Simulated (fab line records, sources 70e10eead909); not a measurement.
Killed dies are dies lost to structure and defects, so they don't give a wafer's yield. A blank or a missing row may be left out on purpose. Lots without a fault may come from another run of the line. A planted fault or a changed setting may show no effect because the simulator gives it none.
A struck lot beside a sound one | flow nand_harc | 15 steps out of a route of 1159
Sound: wafers L413.1, L413.3, L413.5. Struck: wafers L422.4, L422.5, L422.6. The cause comes at the end.
At each step with rows: each side's tool, then ch and its chambers, then its first start. Under that, the readings that differ: sound wafers | struck wafers | difference of the means | sigmas: that difference in standard deviations of wafers without a fault.
alike: readings whose means differ by less than 2 such deviations, and words and numbers that are the same on both sides. not compared: withheld readings, readings that some wafer has no value for, bounds like >300 that may hide the same value, and numbers for which the record gives no deviation and whose values overlap.
The two part at a step that has a row with sigmas, a row that says differs or no value, or rows on one side only. Numbers that don't overlap but have no deviation are shown without sigmas and don't part them. A reading that every wafer of one side lacks parts them only if that side has two wafers or more.

first, 1 step without rows for these wafers: NHARC_A_ONON_D1_DEP_06 (target thk 1000 nm).
NHARC_A_ONON_D1_THK_MEAS_08: measures by ellipsometry.
  sound on film_metro-01, day 7 21:31; struck on film_metro-01, day 9 23:21
  alike: thk_nm
then, 1 step without rows for these wafers: NHARC_A_ONON_D1_DEP_09 (target thk 1000 nm).
NHARC_A_ONON_D1_THK_MEAS_11: measures by ellipsometry.
  sound on film_metro-02, day 7 22:04; struck on film_metro-01, day 9 23:55
  alike: thk_nm
then, 1 step without rows for these wafers: NHARC_A_ONON_D1_DEP_12 (target thk 1000 nm).
NHARC_A_ONON_D1_THK_MEAS_14: measures by ellipsometry.
  sound on film_metro-01, day 7 22:39; struck on film_metro-02, day 10 00:29
  alike: thk_nm
then, 2 steps without rows for these wafers: NHARC_A_ONON_D1_ANNEAL_15 (time 3600 s); NHARC_A_ONON_D1_DEP_16 (target thk 1000 nm).
NHARC_A_ONON_D1_THK_MEAS_18: measures by ellipsometry.
  sound on film_metro-02, day 8 08:59; struck on film_metro-01, day 10 10:57
  reading     | sound          | struck      | difference | sigmas
  thk_nm (nm) | 1008 1009 1007 | 985 985 987 | -22        | -2
then, 1 step without rows for these wafers: NHARC_A_ONON_D1_DEP_19 (target thk 1000 nm).
NHARC_A_ONON_D1_THK_MEAS_21: measures by ellipsometry.
  sound on film_metro-02, day 8 09:34; struck on film_metro-01, day 10 11:31
  reading     | sound          | struck      | difference | sigmas
  thk_nm (nm) | 1005 1006 1006 | 989 987 987 | -18        | -2
NHARC_A_ONON_D1_DEP_22: target thk 1000 nm.
  sound on pecvd_onon-02 ch 0, day 8 09:37; struck on pecvd_onon-02 ch 0, day 10 11:45
NHARC_A_ONON_D1_THK_MEAS_24: measures by ellipsometry.
  sound on film_metro-02, day 8 10:08; struck on film_metro-02, day 10 12:05
  reading     | sound          | struck      | difference | sigmas
  thk_nm (nm) | 1016 1015 1016 | 703 702 702 | -313       | -33
then, 1 step without rows for these wafers: NHARC_A_ONON_D1_DEP_25 (target thk 1000 nm).
-- the record jumps here: 11 days lie between the struck wafers' starts before and after (it left off in module A_ONON_D1 and takes up again in module END, whose first step shown is number 1159 of the route) --
NHARC_END_SORT_01:
  the record has rows for the struck wafers here (prober-01 ch 0, day 21 16:12) and none for the sound ones

WHERE THEY PART
First at NHARC_A_ONON_D1_THK_MEAS_18; last, within this record, at NHARC_END_SORT_01.

WHY: what the simulator had put in
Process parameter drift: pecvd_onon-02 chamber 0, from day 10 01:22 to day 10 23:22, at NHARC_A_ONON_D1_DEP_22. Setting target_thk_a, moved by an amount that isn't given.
